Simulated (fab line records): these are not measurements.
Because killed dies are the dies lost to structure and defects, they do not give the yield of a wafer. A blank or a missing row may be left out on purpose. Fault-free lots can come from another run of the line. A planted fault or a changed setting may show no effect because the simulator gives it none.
Matching of chambers -- flow n5-finfet -- rie-si-04 running N5_FIN_SAQP_MANDREL1_REMOVE_56: 4 sister chambers
The step chemistry HBr/Cl2/O2, target a-Si, stops on SiNx, bt time 10 s. 4 wafers are shown with their chamber, then 8 later ones without.

## WAFERS PAIRED WITH THEIR CHAMBERS
wafer,chamber,drypump-motor-current-A (A)
L086.2,3,5.8
L088.1,2,6.4
L088.4,0,5.1
L094.1,1,5.5

## WAFERS WITH NO CHAMBER GIVEN
wafer,drypump-motor-current-A (A)
L094.2,5.7
L094.3,6.4
L094.4,5.1
L094.5,5.1
L094.6,5.5
L095.1,5.5
L095.5,5.8
L095.6,5.1

## WHICH CHAMBER EACH WENT THROUGH
wafer,from the rows above,in truth
L094.2,3,3
L094.3,2,2
L094.4,0,0
L094.5,0,0
L094.6,1,1
L095.1,1,1
L095.5,3,3
L095.6,0,0
Correct placement for 8 of the 8. Can't be placed from these rows: 0. 0 placed wrongly.
How it was worked out, from the rows above alone: a wafer's distance from a chamber is the root of the sum, over the readings, of the square of ((its reading less the chamber's mean) divided by the reading's scatter). If the next closest chamber is less than 2 further off than the closest, the wafer can't be placed; otherwise it belongs to the closest. The mean given for a chamber averages the wafers shown for that chamber. The scatter: with one shown wafer a chamber, the root of the mean of the squares of how far each hidden wafer lies from its nearest shown one.
